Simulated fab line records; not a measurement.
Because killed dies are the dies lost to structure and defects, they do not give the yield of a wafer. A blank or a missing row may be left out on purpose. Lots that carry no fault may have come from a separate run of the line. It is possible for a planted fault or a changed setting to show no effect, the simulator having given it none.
Matching of chambers	flow nand-harc	4 sister chambers for NHARC_A_CONTACT_ETCH_91 on rie-diel-13
The step etches the open film in CH3F/O2, target depth 40 nm, time 85.7 s. 30 wafers are shown with their chamber, then 12 later ones without.

== WAFERS WITH THEIR CHAMBER ==
wafer	chamber	drypump-motor-current-A (A)	showerhead-plenum-p-Torr (Torr)	rf-vpp-V (V)
L074.2	3	5.2	2.34	243.0
L074.3	0	6.5	2.61	245.3
L074.5	0	6.5	2.61	245.0
L075.2	0	6.5	2.61	245.0
L075.3	3	5.2	2.34	242.7
L075.5	1	5.1	2.30	241.5
L076.3	1	5.2	2.30	241.8
L076.5	3	5.2	2.34	241.3
L076.6	1	5.2	2.30	241.9
L077.2	2	5.9	2.33	241.5
L077.4	0	6.5	2.60	246.3
L077.6	3	5.2	2.33	241.8
L079.2	1	5.2	2.30	243.2
L079.5	1	5.2	2.30	242.6
L079.6	2	5.9	2.33	243.4
L078.3	0	6.5	2.60	247.2
L078.4	2	5.9	2.33	243.0
L078.5	3	5.2	2.33	242.2
L082.2	2	5.9	2.32	243.8
L082.4	3	5.2	2.33	242.0
L082.5	3	5.2	2.33	242.5
L083.2	1	5.2	2.30	242.2
L083.3	0	6.5	2.60	247.0
L083.4	2	5.9	2.32	242.5
L084.3	0	6.5	2.60	244.7
L084.4	1	5.2	2.29	241.0
L084.6	2	5.9	2.32	242.2
L085.2	1	5.2	2.29	242.2
L085.3	2	5.9	2.32	242.7
L085.5	2	5.9	2.32	242.0

SIGNATURES (means of the wafers above)
reading	chamber 0	chamber 1	chamber 2	chamber 3	scatter within a chamber
drypump-motor-current-A	6.500	5.188	5.900	5.200	0.0183
showerhead-plenum-p-Torr	2.6043	2.2975	2.3237	2.3343	0.00512
rf-vpp-V	245.786	242.050	242.637	242.214	0.773
Rule: a wafer lies at a distance from a chamber equal to the root of the sum of squares, over the readings, of (its reading less the chamber's mean, divided by the reading's scatter). The wafer belongs to the nearest chamber; if the next one is less than 2 further off, it can't be placed. The scatter is the square root of a quotient: the sum, over the shown wafers, of each reading's squared deviation from its chamber's mean, divided by wafers minus chambers.

== WAFERS WITH NO CHAMBER GIVEN ==
wafer	drypump-motor-current-A (A)	showerhead-plenum-p-Torr (Torr)	rf-vpp-V (V)
L089.2	5.9	2.32	242.2
L089.3	5.2	2.33	244.4
L089.4	6.5	2.60	246.6
L093.1	5.9	2.32	243.0
L093.5	5.2	2.29	242.4
L093.6	5.9	2.32	242.2
L092.3	5.2	2.32	242.3
L092.4	5.1	2.29	242.4
L092.5	5.2	2.32	241.8
L095.1	5.9	2.32	241.9
L095.4	5.2	2.29	242.8
L095.5	5.1	2.29	241.1

== CHAMBER TAKEN BY EACH ==
wafer	from the rows above	in truth
L089.2	2	2
L089.3	3	3
L089.4	0	0
L093.1	2	2
L093.5	1	1
L093.6	2	2
L092.3	can't be placed: 3 or 1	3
L092.4	1	1
L092.5	can't be placed: 3 or 1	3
L095.1	2	2
L095.4	1	1
L095.5	1	1
10 of 12 placed correctly. Unplaceable from these rows: 2, with the true chamber sitting among the candidates in 2. Placed wrongly: 0.
